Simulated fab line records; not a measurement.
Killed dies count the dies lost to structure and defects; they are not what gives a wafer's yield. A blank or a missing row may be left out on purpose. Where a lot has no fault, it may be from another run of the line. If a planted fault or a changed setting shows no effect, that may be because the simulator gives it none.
Lot-split experiment || flow n5Finfet || on a route of 1938 steps: 7 lots, 39 wafers read

## THE SPLIT ITSELF
At N5_HKMG_FIN_CVD_62 (deposits a-Si from Si2H6, target thk 3 nm, time 20.8 s), the setting tempC was moved away from the recipe's 500 C on 12 of the 39 wafers read, by -4.5% to +3.4%. The other wafers ran this setting at the recipe's value.

The reading is taken at the split's own step.

## THE READING
a-Si_of_HKMG_FIN_CVD_62.thkNm (the simulator's own value, which no gauge read), in nm, at N5_HKMG_FIN_CVD_62 (deposits a-Si from Si2H6, target thk 3 nm, time 20.8 s). There is no usual value for it anywhere in the file. Across the 27 wafers here that went through the recipe, the average is 3.0 nm and the standard deviation 0.13 nm.

{"wafer": "L075.1", "tool, chamber at the split": "thermalCvdSi-01, 2", "tempC as run, C": 500, "against the recipe": "recipe", "a-Si_of_HKMG_FIN_CVD_62.thkNm, nm": 2.8, "against lot-mates on the recipe": "-"}
{"wafer": "L075.3", "tool, chamber at the split": "thermalCvdSi-01, 2", "tempC as run, C": 500, "against the recipe": "recipe", "a-Si_of_HKMG_FIN_CVD_62.thkNm, nm": 2.8, "against lot-mates on the recipe": "-"}
{"wafer": "L075.6", "tool, chamber at the split": "thermalCvdSi-01, 2", "tempC as run, C": 500, "against the recipe": "recipe", "a-Si_of_HKMG_FIN_CVD_62.thkNm, nm": 2.8, "against lot-mates on the recipe": "-"}
{"wafer": "L075.2", "tool, chamber at the split": "thermalCvdSi-01, 1", "tempC as run, C": 500, "against the recipe": "recipe", "a-Si_of_HKMG_FIN_CVD_62.thkNm, nm": 3, "against lot-mates on the recipe": "-"}
{"wafer": "L075.4", "tool, chamber at the split": "thermalCvdSi-01, 1", "tempC as run, C": 500, "against the recipe": "recipe", "a-Si_of_HKMG_FIN_CVD_62.thkNm, nm": 3, "against lot-mates on the recipe": "-"}
{"wafer": "L075.5", "tool, chamber at the split": "thermalCvdSi-01, 1", "tempC as run, C": 500, "against the recipe": "recipe", "a-Si_of_HKMG_FIN_CVD_62.thkNm, nm": 3, "against lot-mates on the recipe": "-"}
{"wafer": "L077.1", "tool, chamber at the split": "thermalCvdSi-01, 0", "tempC as run, C": 500, "against the recipe": "recipe", "a-Si_of_HKMG_FIN_CVD_62.thkNm, nm": 3.2, "against lot-mates on the recipe": "-"}
{"wafer": "L077.2", "tool, chamber at the split": "thermalCvdSi-01, 2,1,0,1", "tempC as run, C": 500, "against the recipe": "recipe", "a-Si_of_HKMG_FIN_CVD_62.thkNm, nm": 3, "against lot-mates on the recipe": "-"}
{"wafer": "L077.3", "tool, chamber at the split": "thermalCvdSi-01, 2,1,0,1", "tempC as run, C": 500, "against the recipe": "recipe", "a-Si_of_HKMG_FIN_CVD_62.thkNm, nm": 3, "against lot-mates on the recipe": "-"}
{"wafer": "L077.4", "tool, chamber at the split": "thermalCvdSi-01, 2,1,0,1", "tempC as run, C": 500, "against the recipe": "recipe", "a-Si_of_HKMG_FIN_CVD_62.thkNm, nm": 3, "against lot-mates on the recipe": "-"}
{"wafer": "L077.5", "tool, chamber at the split": "thermalCvdSi-01, 2,1,0,1", "tempC as run, C": 500, "against the recipe": "recipe", "a-Si_of_HKMG_FIN_CVD_62.thkNm, nm": 3, "against lot-mates on the recipe": "-"}
{"wafer": "L077.6", "tool, chamber at the split": "thermalCvdSi-01, 2", "tempC as run, C": 500, "against the recipe": "recipe", "a-Si_of_HKMG_FIN_CVD_62.thkNm, nm": 2.8, "against lot-mates on the recipe": "-"}
{"wafer": "L082.1", "tool, chamber at the split": "thermalCvdSi-02, 0", "tempC as run, C": 500, "against the recipe": "recipe", "a-Si_of_HKMG_FIN_CVD_62.thkNm, nm": 3, "against lot-mates on the recipe": "-"}
{"wafer": "L082.2", "tool, chamber at the split": "thermalCvdSi-02, 1,0", "tempC as run, C": 516.9, "against the recipe": "+3.4%", "a-Si_of_HKMG_FIN_CVD_62.thkNm, nm": 4.8, "against lot-mates on the recipe": "+1.9"}
{"wafer": "L082.6", "tool, chamber at the split": "thermalCvdSi-02, 1,0", "tempC as run, C": 516.9, "against the recipe": "+3.4%", "a-Si_of_HKMG_FIN_CVD_62.thkNm, nm": 4.8, "against lot-mates on the recipe": "+1.9"}
{"wafer": "L082.3", "tool, chamber at the split": "thermalCvdSi-02, 2", "tempC as run, C": 516.9, "against the recipe": "+3.4%", "a-Si_of_HKMG_FIN_CVD_62.thkNm, nm": 4.6, "against lot-mates on the recipe": "+1.7"}
{"wafer": "L082.4", "tool, chamber at the split": "thermalCvdSi-02, 1,2", "tempC as run, C": 500, "against the recipe": "recipe", "a-Si_of_HKMG_FIN_CVD_62.thkNm, nm": 2.8, "against lot-mates on the recipe": "-"}
{"wafer": "L082.5", "tool, chamber at the split": "thermalCvdSi-02, 1,2", "tempC as run, C": 500, "against the recipe": "recipe", "a-Si_of_HKMG_FIN_CVD_62.thkNm, nm": 2.8, "against lot-mates on the recipe": "-"}
{"wafer": "L086.1", "tool, chamber at the split": "thermalCvdSi-02, 0,2", "tempC as run, C": 484.7, "against the recipe": "-3.1%", "a-Si_of_HKMG_FIN_CVD_62.thkNm, nm": 1.8, "against lot-mates on the recipe": -1.2}
{"wafer": "L086.5", "tool, chamber at the split": "thermalCvdSi-02, 0,2", "tempC as run, C": 484.7, "against the recipe": "-3.1%", "a-Si_of_HKMG_FIN_CVD_62.thkNm, nm": 1.8, "against lot-mates on the recipe": -1.2}
{"wafer": "L086.2", "tool, chamber at the split": "thermalCvdSi-02, 2,1,1", "tempC as run, C": 500, "against the recipe": "recipe", "a-Si_of_HKMG_FIN_CVD_62.thkNm, nm": 3, "against lot-mates on the recipe": "-"}
{"wafer": "L086.3", "tool, chamber at the split": "thermalCvdSi-02, 2,1,1", "tempC as run, C": 500, "against the recipe": "recipe", "a-Si_of_HKMG_FIN_CVD_62.thkNm, nm": 3, "against lot-mates on the recipe": "-"}
{"wafer": "L086.6", "tool, chamber at the split": "thermalCvdSi-02, 2,1,1", "tempC as run, C": 500, "against the recipe": "recipe", "a-Si_of_HKMG_FIN_CVD_62.thkNm, nm": 3, "against lot-mates on the recipe": "-"}
{"wafer": "L086.4", "tool, chamber at the split": "thermalCvdSi-02, 0", "tempC as run, C": 484.7, "against the recipe": "-3.1%", "a-Si_of_HKMG_FIN_CVD_62.thkNm, nm": 2, "against lot-mates on the recipe": -1.0}
{"wafer": "L092.2", "tool, chamber at the split": "thermalCvdSi-02, 2,1", "tempC as run, C": 500, "against the recipe": "recipe", "a-Si_of_HKMG_FIN_CVD_62.thkNm, nm": 3, "against lot-mates on the recipe": "-"}
{"wafer": "L092.5", "tool, chamber at the split": "thermalCvdSi-02, 2,1", "tempC as run, C": 500, "against the recipe": "recipe", "a-Si_of_HKMG_FIN_CVD_62.thkNm, nm": 3, "against lot-mates on the recipe": "-"}
{"wafer": "L092.4", "tool, chamber at the split": "thermalCvdSi-02, 0", "tempC as run, C": 500, "against the recipe": "recipe", "a-Si_of_HKMG_FIN_CVD_62.thkNm, nm": 3.2, "against lot-mates on the recipe": "-"}
{"wafer": "L093.1", "tool, chamber at the split": "thermalCvdSi-01, 0", "tempC as run, C": 489.1, "against the recipe": "-2.2%", "a-Si_of_HKMG_FIN_CVD_62.thkNm, nm": 2.4, "against lot-mates on the recipe": -0.5}
{"wafer": "L093.2", "tool, chamber at the split": "thermalCvdSi-01, 1", "tempC as run, C": 500, "against the recipe": "recipe", "a-Si_of_HKMG_FIN_CVD_62.thkNm, nm": 3, "against lot-mates on the recipe": "-"}
{"wafer": "L093.3", "tool, chamber at the split": "thermalCvdSi-01, 2", "tempC as run, C": 500, "against the recipe": "recipe", "a-Si_of_HKMG_FIN_CVD_62.thkNm, nm": 2.8, "against lot-mates on the recipe": "-"}
{"wafer": "L093.4", "tool, chamber at the split": "thermalCvdSi-01, 2", "tempC as run, C": 500, "against the recipe": "recipe", "a-Si_of_HKMG_FIN_CVD_62.thkNm, nm": 2.8, "against lot-mates on the recipe": "-"}
{"wafer": "L093.5", "tool, chamber at the split": "thermalCvdSi-01, 1,0", "tempC as run, C": 489.1, "against the recipe": "-2.2%", "a-Si_of_HKMG_FIN_CVD_62.thkNm, nm": 2.2, "against lot-mates on the recipe": -0.7}
{"wafer": "L093.6", "tool, chamber at the split": "thermalCvdSi-01, 1,0", "tempC as run, C": 489.1, "against the recipe": "-2.2%", "a-Si_of_HKMG_FIN_CVD_62.thkNm, nm": 2.2, "against lot-mates on the recipe": -0.7}
{"wafer": "L096.1", "tool, chamber at the split": "thermalCvdSi-02, 1", "tempC as run, C": 477.7, "against the recipe": "-4.5%", "a-Si_of_HKMG_FIN_CVD_62.thkNm, nm": 1.6, "against lot-mates on the recipe": -1.5}
{"wafer": "L096.6", "tool, chamber at the split": "thermalCvdSi-02, 1", "tempC as run, C": 477.7, "against the recipe": "-4.5%", "a-Si_of_HKMG_FIN_CVD_62.thkNm, nm": 1.6, "against lot-mates on the recipe": -1.5}
{"wafer": "L096.2", "tool, chamber at the split": "thermalCvdSi-02, 2", "tempC as run, C": 477.7, "against the recipe": "-4.5%", "a-Si_of_HKMG_FIN_CVD_62.thkNm, nm": 1.4, "against lot-mates on the recipe": -1.7}
{"wafer": "L096.3", "tool, chamber at the split": "thermalCvdSi-02, 0", "tempC as run, C": 500, "against the recipe": "recipe", "a-Si_of_HKMG_FIN_CVD_62.thkNm, nm": 3.2, "against lot-mates on the recipe": "-"}
{"wafer": "L096.4", "tool, chamber at the split": "thermalCvdSi-02, 0", "tempC as run, C": 500, "against the recipe": "recipe", "a-Si_of_HKMG_FIN_CVD_62.thkNm, nm": 3.2, "against lot-mates on the recipe": "-"}
{"wafer": "L096.5", "tool, chamber at the split": "thermalCvdSi-02, 2", "tempC as run, C": 500, "against the recipe": "recipe", "a-Si_of_HKMG_FIN_CVD_62.thkNm, nm": 3, "against lot-mates on the recipe": "-"}
Where a row lists several chambers, the file gives one row for several wafers and doesn't say which wafer went through which chamber.

FIT RESULTS
A straight line over all 39 wafers: a-Si_of_HKMG_FIN_CVD_62.thkNm changes by +0.391 nm for each +1% of tempC; r = +0.97; the points scatter about the line by 0.19 nm.
The same after taking each lot's own level away (the mean of its wafers on the recipe; 39 wafers): +0.413 nm for each +1%; r = +0.97; scatter 0.18 nm.
According to that fit, moving tempC by its largest amount changes the reading by 1.8 nm.
The span of the lots' own levels, 2.87 to 3.13 nm, comes to 2.1 times the standard deviation stated above.
The two slopes are in agreement: the lot-to-lot level therefore moves the slope only a little.
Check: -1.79 nm against its lot-mates is what the line predicts for one of the wafers moved furthest among these (-4.5%) when that wafer is left out of the fit. It came out at -1.53 nm against them.

## OTHER SPLITS ON THESE WAFERS
These wafers also went through other splits before the reading. Each is held against what the fit with the lots' levels taken away leaves over:
{"other split on the same wafers": "N5_FIN_SAQP_ETCH_34 sourceW", "wafers away from the commonest value": 15, "r with a-Si_of_HKMG_FIN_CVD_62.thkNm (lot level and that fit taken away)": "+0.20"}
{"other split on the same wafers": "N5_FIN_CUT_ETCH_21 timeS", "wafers away from the commonest value": 15, "r with a-Si_of_HKMG_FIN_CVD_62.thkNm (lot level and that fit taken away)": "+0.27"}
{"other split on the same wafers": "N5_FIN_CUT_CUT_ETCH_15 targetDepthA", "wafers away from the commonest value": 6, "r with a-Si_of_HKMG_FIN_CVD_62.thkNm (lot level and that fit taken away)": "+0.36"}
{"other split on the same wafers": "N5_DUMMY_GATE_ETCH_32 timeS", "wafers away from the commonest value": 18, "r with a-Si_of_HKMG_FIN_CVD_62.thkNm (lot level and that fit taken away)": "+0.28"}

## THE FILE'S OWN FIT
a-Si_of_HKMG_FIN_CVD_62.thkNm changes by +0.401 nm for each +1% of tempC, r = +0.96.
